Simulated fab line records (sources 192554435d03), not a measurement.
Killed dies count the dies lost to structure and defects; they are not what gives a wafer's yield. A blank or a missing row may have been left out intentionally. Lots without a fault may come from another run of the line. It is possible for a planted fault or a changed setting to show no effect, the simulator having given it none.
Chamber matching -- flow n5-finfet -- N5_BEOL_M6_ALD_77 on ald-metal-04 has 4 sister chambers
The step deposits TaN, target thk 2 nm, pulse time 2 s, purge time 3 s. 16 wafers are shown with their chamber, then 8 later ones without.

## WAFERS PAIRED WITH THEIR CHAMBERS
wafer,chamber,heater-power-w (W)
L074.1,2,396
L074.3,0,417
L074.5,3,464
L081.1,3,447
L081.2,0,425
L081.4,2,399
L084.4,2,401
L084.5,0,424
L084.6,3,448
L085.1,2,406
L085.2,1,442
L085.6,0,415
L087.2,0,421
L087.4,2,396
L087.6,1,450
L092.1,3,455

SIGNATURES (means of the wafers above)
reading,chamber 0,chamber 1,chamber 2,chamber 3,scatter within a chamber
heater-power-w,420.40,446.00,399.60,453.50,5.49
Rule: distance of a wafer from a chamber = root of the sum over the readings of ((wafer's reading minus chamber's mean) / reading's scatter) squared. The wafer belongs to the nearest chamber; if the next one is less than 2 further off, it can't be placed. How the scatter is found: for the shown wafers, subtract from each reading the mean of its chamber, square and add these, divide the total by (wafers less chambers), then take the root.

## WAFERS WITH NO CHAMBER GIVEN
wafer,heater-power-w (W)
L092.2,451
L092.5,402
L093.1,458
L093.4,414
L093.5,420
L089.1,451
L089.2,459
L089.3,409

## THE CHAMBER EACH PASSED THROUGH
wafer,from the rows above,in truth
L092.2,can't be placed: 3 or 1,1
L092.5,2,2
L093.1,can't be placed: 3 or 1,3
L093.4,can't be placed: 0 or 2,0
L093.5,0,0
L089.1,can't be placed: 3 or 1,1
L089.2,can't be placed: 3 or 1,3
L089.3,can't be placed: 2 or 0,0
Placed correctly: 2 of 8. These rows do not allow placing 6 (true chamber among the candidates in 6). Placed wrongly: 0.
